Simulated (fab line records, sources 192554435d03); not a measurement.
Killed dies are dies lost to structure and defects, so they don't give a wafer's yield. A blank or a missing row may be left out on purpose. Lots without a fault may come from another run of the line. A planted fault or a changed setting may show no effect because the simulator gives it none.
fab line records | flow n5_finfet
record lots=5 wafers=15 last_day=16
route steps=1938 shown BEOL_M6@1227
lots that met no fault: from a run of the same line without faults
start_h: hours from the record's first day to the start of the lot's first wafer shown | wait_h: hours since the lot's step before | " the same as in the row above | L1.1+2: a row that stands for several wafers | - no value, or no start given | * or withheld: withheld | < > ~ a bound
route shown NAME@n: a module of which the file shows steps, and the number in the route of the first | usual: mean/standard deviation of fault-free wafers | same: alike in all rows | chamber/n: place in a boat | sites: the reading at each site | _std_site: their standard deviation | _edge_site: outer sites' mean less inner sites' | radius_mm: how far each site lies from the wafer's centre | mask NAME#n: copy n | behind: the tool/chamber that last shaped the wafer | hold: why the lot was held/for how many hours/how that ended | device: the transistor (n, p or np) that didn't switch | end of line: the same wafers' tests at the end of the route | a step without rows: its recipe alone | killed: dies lost to structure and defects at the first sort, not the wafer's yield | map: a wafer's dies, x killed, . not, _ none there
set.NAME: the setting as run; set.NAME@STEP: as run at that earlier step | model.NAME: the simulator's own value behind a step, which no gauge read
lots at some steps of the route; a table a step, a row a wafer
services: from which hour (start_h, from the record's first day; less than 0 if before it) a tool's chamber was out of use, for how many hours, and why
## steps
# step N5_BEOL_M6_CD_MEAS_28
# recipe target_cd_nm=40 landing_energy_ev=500 detector=se_inlens
# usual cd_nm=40.04/0.24
# columns lot.wafer tool chamber start_h wait_h cd_nm
L583.1 cd_sem-02 0 197.62 - 39.71
L583.4 " 0 " " 39.84
L583.6 " 0 " " 39.81
L587.2 cd_sem-02 0 235.59 - 40.03
L587.4 " 0 " " 40.66
L587.6 " 0 " " 40.25
L590.1 cd_sem-02 0 257.39 - 39.96
L590.4 " 0 " " 40.16
L590.6 " 0 " " 40.06
L600.2 cd_sem-01 0 302.01 - 40.07
L600.5 " 0 " " 39.61
L600.6 " 0 " " 40.02
L597.2 cd_sem-03 0 309.58 - 40.08
L597.4 " 0 " " 39.84
L597.6 " 0 " " 40.34
# step N5_BEOL_M6_OVL_MEAS_29
# recipe points_per_wafer=522
# usual V5_OVL=-0.4/0.73
# columns lot.wafer tool chamber start_h wait_h V5_OVL[nm]
L583.1 overlay-01 0 197.65 0.0 -1.7
L583.4 " 0 " " 1.0
L583.6 " 0 " " 0.3
L587.2 overlay-01 0 235.63 0.0 1.2
L587.4 " 0 " " 1.3
L587.6 " 0 " " 0.9
L590.1 overlay-02 0 257.42 0.0 -0.9
L590.4 " 0 " " 0.2
L590.6 " 0 " " -0.5
L600.2 overlay-02 0 302.05 0.0 0.2
L600.5 " 0 " " -0.2
L600.6 " 0 " " -0.6
L597.2 overlay-02 0 309.62 0.0 -0.9
L597.4 " 0 " " -1.0
L597.6 " 0 " " -1.0
# step N5_BEOL_M6_INSPECT_30
# recipe mode=adi inspect_instrument=brightfield
# usual raw_defect_count=398/97
# columns lot.wafer tool chamber start_h wait_h raw_defect_count
L583.1 defect_inspect-01 - 197.72 0.1 355
L583.4 " - " " 359
L583.6 " - " " 418
L587.2 defect_inspect-01 - 235.68 0.0 351
L587.4 " - " " 212
L587.6 " - " " 379
L590.1 defect_inspect-02 - 257.48 0.1 494
L590.4 " - " " 582
L590.6 " - " " 521
L600.2 defect_inspect-02 - 302.10 0.0 410
L600.5 " - " " 339
L600.6 " - " " 385
L597.2 defect_inspect-02 - 309.67 0.0 683
L597.4 " - " " 412
L597.6 " - " " 548
# step N5_BEOL_M6_DESCUM_33
# recipe chemistry=O2 time_s=7 source_power_w=50 bias_power_w=20 pressure_mtorr=20 rf_frequency_hz=2.712e+07 temp_c=40 resist=CAR-EUV o2_flow_sccm=225
# step N5_BEOL_M6_ETCH_72
# recipe chemistry=N2/H2 target=underlayer target_depth_a=65 mask_material=CAR-EUV time_s=5.2 ion_energy_ev=200 pressure_mtorr=30 source_w=840 bias_w=150 n2_flow_sccm=200 h2_flow_sccm=200 ends=cleared
# usual bias_w=150.0/0.48 drypump_motor_current_A=5.7/0.49 etch_rf_on_time_s=5.20/0.067 oes_product_au=0.67/0.07 rf_vpp_V=523/3.1 showerhead_plenum_p_Torr=2.52/0.087 throttle_valve_pct=17.92/0.25
# columns lot.wafer tool chamber start_h wait_h bias_w drypump_motor_current_A etch_rf_on_time_s oes_product_au rf_hours_counter_h rf_vpp_V showerhead_plenum_p_Torr throttle_valve_pct
L583.1 rie_diel-01 2 197.85 0.0 149.8 6.1 5.34 0.60 231 522 2.51 18.20
L583.4 " 1 " " 150.8 5.9 5.25 0.62 194 522 2.43 17.86
L583.6 " 1 " " 150.3 5.9 5.25 0.61 - 520 2.42 17.88
L587.2 rie_diel-05 3 236.18 0.0 150.8 5.6 5.23 0.60 204 521 2.42 18.33
L587.4 " 0 " " 150.0 4.9 5.13 0.61 236 524 2.61 18.25
L587.6 " 2 " " 149.6 6.1 5.21 0.61 - 527 2.61 18.10
L590.1 rie_diel-01 1 257.55 0.0 150.2 5.9 5.15 0.61 221 521 2.41 17.93
L590.4 " 0 " " 149.8 5.5 5.07 0.65 - 521 2.44 18.16
L590.6 " 3 " " 149.7 5.1 5.13 0.79 - 524 2.59 17.39
L600.2 rie_diel-04 2 302.17 0.0 149.9 6.0 5.16 0.79 19 527 2.60 17.71
L600.5 " 1 " " 149.7 5.7 5.07 0.65 - 520 2.44 17.75
L600.6 " 2 " " 150.3 6.0 5.20 0.79 - 525 2.60 17.72
L597.2 rie_diel-01 1 309.76 0.0 150.3 5.9 5.23 0.59 240 521 2.41 17.94
L597.4 " 2 " " 150.4 6.0 5.20 0.80 15 523 2.50 17.80
L597.6 " 0 " " 149.8 5.5 5.21 0.62 - 522 2.43 18.22
# step N5_BEOL_M6_ETCH_65
# recipe chemistry=CF4 target=SiARC target_depth_a=156 mask_material=CAR-EUV time_s=26 ion_energy_ev=80 pressure_mtorr=40 source_w=545 bias_w=36 Ar_flow_sccm=100 cf4_flow_sccm=100 ends=cleared
# step N5_BEOL_M6_ETCH_66
# recipe chemistry=N2/H2 target=SOC target_depth_a=800 overetch_a=160 mask_material=SiARC temp_c=40 time_s=120 ion_energy_ev=200 pressure_mtorr=30 source_w=840 bias_w=150 n2_flow_sccm=200 h2_flow_sccm=200
# usual bias_w=150.0/0.45 drypump_motor_current_A=5.7/0.48 oes_product_au=0.60/0.063 rf_vpp_V=523.3/2.6 showerhead_plenum_p_Torr=2.52/0.087 throttle_valve_pct=17.88/0.25
# columns lot.wafer tool chamber start_h wait_h bias_w drypump_motor_current_A oes_product_au rf_hours_counter_h rf_vpp_V showerhead_plenum_p_Torr throttle_valve_pct
L583.1 rie_diel-01 2 197.89 0.0 149.1 6.0 0.55 231 522.5 2.51 18.14
L583.4 " 1 " " 150.1 5.9 0.56 194 521.3 2.43 17.83
L583.6 " 1 " " 150.5 5.9 0.56 - 521.7 2.43 17.82
L587.2 rie_diel-05 3 236.22 0.0 150.3 5.6 0.55 204 519.6 2.42 18.28
L587.4 " 0 " " 149.4 5.0 0.54 236 526.4 2.61 18.23
L587.6 " 2 " " 149.7 6.1 0.55 - 524.2 2.61 18.05
L590.1 rie_diel-01 1 257.59 0.0 150.6 5.9 0.54 221 520.2 2.41 17.88
L590.4 " 0 " " 150.1 5.5 0.58 - 521.6 2.44 18.10
L590.6 " 3 " " 150.4 5.2 0.69 - 525.4 2.60 17.35
L600.2 rie_diel-04 2 302.22 0.0 149.2 6.0 0.70 19 523.6 2.60 17.67
L600.5 " 1 " " 149.7 5.7 0.58 - 522.5 2.44 17.71
L600.6 " 2 " " 149.3 6.0 0.71 - 526.7 2.60 17.67
L597.2 rie_diel-01 1 309.80 0.0 150.3 5.9 0.53 240 519.8 2.41 17.90
L597.4 " 2 " " 149.4 6.1 0.73 15 521.3 2.50 17.73
L597.6 " 0 " " 150.3 5.5 0.57 - 520.5 2.43 18.12
# step N5_BEOL_M6_STRIP_69
# recipe chemistry=N2/H2 temp_c=40 n2_flow_sccm=200 h2_flow_sccm=200 rf_frequency_hz=6e+07
# step N5_BEOL_M6_STRIP_73
# recipe chemistry=N2/H2 temp_c=40 n2_flow_sccm=200 h2_flow_sccm=200 rf_frequency_hz=6e+07
# step N5_BEOL_M6_VIA_ETCH_34
# recipe chemistry=C4F6/O2 target=SiCOH_lowk target_depth_a=1263 mask_material=SOC taper_deg=4 time_s=50.9 ion_energy_ev=250 pressure_mtorr=30 source_w=345 bias_w=185 Ar_flow_sccm=300 C4F6_flow_sccm=10 O2_flow_sccm=10
# usual bias_w=185.0/0.56 drypump_motor_current_A=5.7/0.48 oes_f_703_au=0.78/0.081 oes_product_au=0.78/0.084 rf_vpp_V=663/6.7 showerhead_plenum_p_Torr=2.83/0.096 throttle_valve_pct=20.97/0.22
# columns lot.wafer tool chamber start_h wait_h bias_w drypump_motor_current_A oes_f_703_au oes_product_au rf_hours_counter_h rf_vpp_V showerhead_plenum_p_Torr throttle_valve_pct
L583.1 rie_diel-01 2 197.99 0.0 185.1 6.0 0.72 0.70 231 650 2.81 21.21
L583.4 " 1 " " 185.1 5.9 0.72 0.72 194 659 2.72 20.84
L583.6 " 1 " " 184.8 5.9 0.72 0.72 - 662 2.72 20.84
L587.2 rie_diel-05 3 236.32 0.0 184.3 5.6 0.72 0.72 204 667 2.72 21.31
L587.4 " 0 " " 184.6 4.9 0.69 0.70 236 674 2.92 21.30
L587.6 " 2 " " 186.0 6.1 0.72 0.71 - 671 2.92 21.16
L590.1 rie_diel-01 1 257.69 0.0 184.7 5.9 0.70 0.71 221 660 2.70 20.88
L590.4 " 0 " " 183.9 5.5 0.75 0.76 - 670 2.74 21.12
L590.6 " 3 " " 185.1 5.1 0.91 0.93 - 665 2.91 20.49
L600.2 rie_diel-04 2 302.32 0.0 185.6 6.0 0.92 0.93 19 657 2.89 20.75
L600.5 " 1 " " 185.0 5.7 0.77 0.76 - 651 2.75 20.90
L600.6 " 2 " " 185.1 6.0 0.91 0.92 - 658 2.89 20.75
L597.2 rie_diel-01 1 309.90 0.0 184.1 5.9 0.69 0.69 240 660 2.70 20.90
L597.4 " 2 " " 184.1 6.0 0.95 0.95 15 649 2.79 20.88
L597.6 " 0 " " 185.2 5.5 0.73 0.74 - 668 2.74 21.14
# step N5_BEOL_M6_STRIP_76
# recipe chemistry=C4F6/O2 resist=SiARC rf_frequency_hz=6e+07
# step N5_BEOL_M6_STRIP_36
# recipe chemistry=N2/H2 power_w=450 temp_c=40 pressure_mtorr=20 rf_frequency_hz=6e+07 overash_fraction=0.3 bias_power_w=7 h2_frac=0.5 n2_flow_sccm=200 h2_flow_sccm=200
# usual drypump_motor_current_A=5.7/0.49 oes_product_au=0.78/0.085 rf_vpp_V=59.1/1.5 showerhead_plenum_p_Torr=2.52/0.088 throttle_valve_pct=23.7/0.31
# columns lot.wafer tool chamber start_h wait_h drypump_motor_current_A oes_product_au rf_hours_counter_h rf_vpp_V showerhead_plenum_p_Torr throttle_valve_pct
L583.1 rie_diel-01 2 198.04 0.0 6.0 0.71 231 60.9 2.51 23.9
L583.4 " 1 " " 5.9 0.73 194 61.5 2.42 23.6
L583.6 " 1 " " 5.9 0.73 - 59.6 2.42 23.6
L587.2 rie_diel-05 3 236.38 0.0 5.6 0.70 204 59.1 2.41 24.2
L587.4 " 0 " " 4.9 0.69 236 60.1 2.61 24.0
L587.6 " 2 " " 6.1 0.70 - 57.9 2.61 23.9
L590.1 rie_diel-01 1 257.75 0.0 5.9 0.71 221 56.9 2.41 23.7
L590.4 " 0 " " 5.5 0.76 - 59.7 2.44 24.1
L590.6 " 3 " " 5.1 0.91 - 56.7 2.59 23.2
L600.2 rie_diel-04 2 302.37 0.0 6.0 0.92 19 59.4 2.59 23.5
L600.5 " 1 " " 5.6 0.75 - 57.7 2.44 23.4
L600.6 " 2 " " 6.0 0.92 - 59.8 2.59 23.5
L597.2 rie_diel-01 1 309.95 0.0 5.9 0.70 240 59.6 2.40 23.7
L597.4 " 2 " " 6.0 0.97 15 60.8 2.49 23.5
L597.6 " 0 " " 5.5 0.75 - 59.1 2.43 24.1
# step N5_BEOL_M6_TRENCH_ETCH_37
# recipe chemistry=C4F6/O2 target_depth_a=944.35 target=SiCOH_lowk time_s=31.5 ion_energy_ev=250 pressure_mtorr=30 source_w=345 bias_w=185 Ar_flow_sccm=300 C4F6_flow_sccm=10 O2_flow_sccm=10
# usual bias_w=185.0/0.62 drypump_motor_current_A=5.7/0.48 oes_f_703_au=0.78/0.081 oes_product_au=0.78/0.083 rf_vpp_V=663/7 showerhead_plenum_p_Torr=2.83/0.096 throttle_valve_pct=21.00/0.22
# columns lot.wafer tool chamber start_h wait_h bias_w drypump_motor_current_A oes_f_703_au oes_product_au rf_hours_counter_h rf_vpp_V showerhead_plenum_p_Torr throttle_valve_pct
L583.1 rie_diel-01 2 198.08 - 184.4 6.0 0.72 0.71 231 651 2.81 21.25
L583.4 " 1 " " 185.0 5.9 0.72 0.72 194 663 2.72 20.86
L583.6 " 1 " " 186.4 5.9 0.73 0.73 - 662 2.72 20.86
L587.2 rie_diel-05 3 236.42 - 185.3 5.6 0.71 0.71 204 669 2.72 21.37
L587.4 " 0 " " 185.0 4.9 0.70 0.70 236 676 2.92 21.32
L587.6 " 2 " " 185.4 6.1 0.72 0.71 - 669 2.92 21.18
L590.1 rie_diel-01 1 257.79 - 176.6 5.9 0.70 0.70 221 637 2.70 20.92
L590.4 " 0 " " 185.0 5.5 0.75 0.77 - 667 2.74 21.16
L590.6 " 3 " " 184.6 5.1 0.92 0.93 - 664 2.91 20.52
L600.2 rie_diel-04 2 302.41 - 185.6 6.0 0.91 0.92 19 657 2.89 20.77
L600.5 " 1 " " 184.9 5.7 0.77 0.75 - 650 2.75 20.93
L600.6 " 2 " " 185.7 6.0 0.92 0.93 - 657 2.89 20.77
L597.2 rie_diel-01 1 309.99 - 184.8 5.9 0.69 0.70 240 659 2.70 20.93
L597.4 " 2 " " 185.7 6.1 0.96 0.95 15 650 2.79 20.90
L597.6 " 0 " " 185.2 5.5 0.73 0.75 - 667 2.74 21.19
# step N5_BEOL_M6_ETCH_41
# recipe chemistry=CH3F/O2 target=SiCN target_depth_a=297 taper_deg=2 time_s=52 ion_energy_ev=120 mask_material=TiN pressure_mtorr=30 source_w=395 bias_w=75 Ar_flow_sccm=150 CH3F_flow_sccm=30 O2_flow_sccm=20
# usual bias_w=75.02/0.21 drypump_motor_current_A=5.7/0.48 oes_product_au=0.78/0.084 rf_vpp_V=296.9/1.7 showerhead_plenum_p_Torr=1.99/0.07 throttle_valve_pct=16.40/0.22
# columns lot.wafer tool chamber start_h wait_h bias_w drypump_motor_current_A oes_product_au rf_hours_counter_h rf_vpp_V showerhead_plenum_p_Torr throttle_valve_pct
L583.1 rie_diel-01 2 - - 75.21 6.0 0.71 231 297.0 1.97 16.66
L583.4 " 1 " " 75.12 5.9 0.72 195 296.2 1.91 16.32
L583.6 " 1 " " 75.08 5.9 0.72 - 294.3 1.91 16.31
L587.2 rie_diel-05 3 - - 75.34 5.6 0.70 204 295.5 1.91 16.72
L587.4 " 0 " " 75.16 4.9 0.70 236 299.0 2.05 16.76
L587.6 " 2 " " 74.71 6.1 0.71 - 297.5 2.06 16.61
L590.1 rie_diel-01 1 - - 75.02 5.9 0.70 221 295.8 1.90 16.38
L590.4 " 0 " " 75.10 5.5 0.76 - 295.8 1.92 16.50
L590.6 " 3 " " 74.89 5.1 0.93 - 298.1 2.05 15.93
L600.2 rie_diel-04 2 - - 75.09 6.0 0.93 19 296.8 2.03 16.15
L600.5 " 1 " " 74.84 5.7 0.77 - 294.8 1.93 16.34
L600.6 " 2 " " 75.05 6.0 0.92 - 298.2 2.03 16.13
L597.2 rie_diel-01 1 - - 75.08 5.9 0.70 240 294.4 1.89 16.41
L597.4 " 2 " " 74.77 6.0 0.96 15 297.6 1.96 16.23
L597.6 " 0 " " 75.54 5.5 0.75 - 294.9 1.92 16.55
## services
# columns tool chamber start_h hours kind
rie_diel-05 2 191.66 1.2 repair
rie_diel-04 2 223.73 - clean
rie_diel-04 2 223.73 - consumable_replace:focus_ring
rie_diel-04 2 223.73 19.5 scheduled_down
rie_diel-04 2 223.73 19.5 vent_cycle
rie_diel-01 3 224.60 - clean
rie_diel-01 3 224.60 - consumable_replace:focus_ring
rie_diel-01 3 224.60 14.5 scheduled_down
rie_diel-01 3 224.60 14.5 vent_cycle
rie_diel-01 2 246.10 - clean
rie_diel-01 2 246.10 - consumable_replace:focus_ring
rie_diel-01 2 246.10 20.4 scheduled_down
rie_diel-01 2 246.10 20.4 vent_cycle
rie_diel-05 2 246.28 10.0 repair
rie_diel-05 2 270.02 3.1 repair
rie_diel-05 0 277.14 - clean
rie_diel-05 0 277.14 - consumable_replace:esc
rie_diel-05 0 277.14 - consumable_replace:focus_ring
rie_diel-05 0 277.14 20.1 scheduled_down
rie_diel-05 0 277.14 20.1 vent_cycle
## key
first_sign step=N5_BEOL_M6_TRENCH_ETCH_37 reading=bias_w direction=down sigmas=14 usual=* struck=*
effect step=N5_BEOL_M6_TRENCH_ETCH_37 reading=rf_vpp_V direction=down sigmas=3.8 usual=663 struck=637
met_at N5_BEOL_M6_TRENCH_ETCH_37
struck_wafers L590.1
onset_between 198.08 257.79
fault kind=process_parameter_drift tool=rie_diel-01 chamber=1 onset_h=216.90 steps=N5_BEOL_M6_TRENCH_ETCH_37 channel=bias_w offset=* shape=step end_h=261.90 acts_in=* stated=*
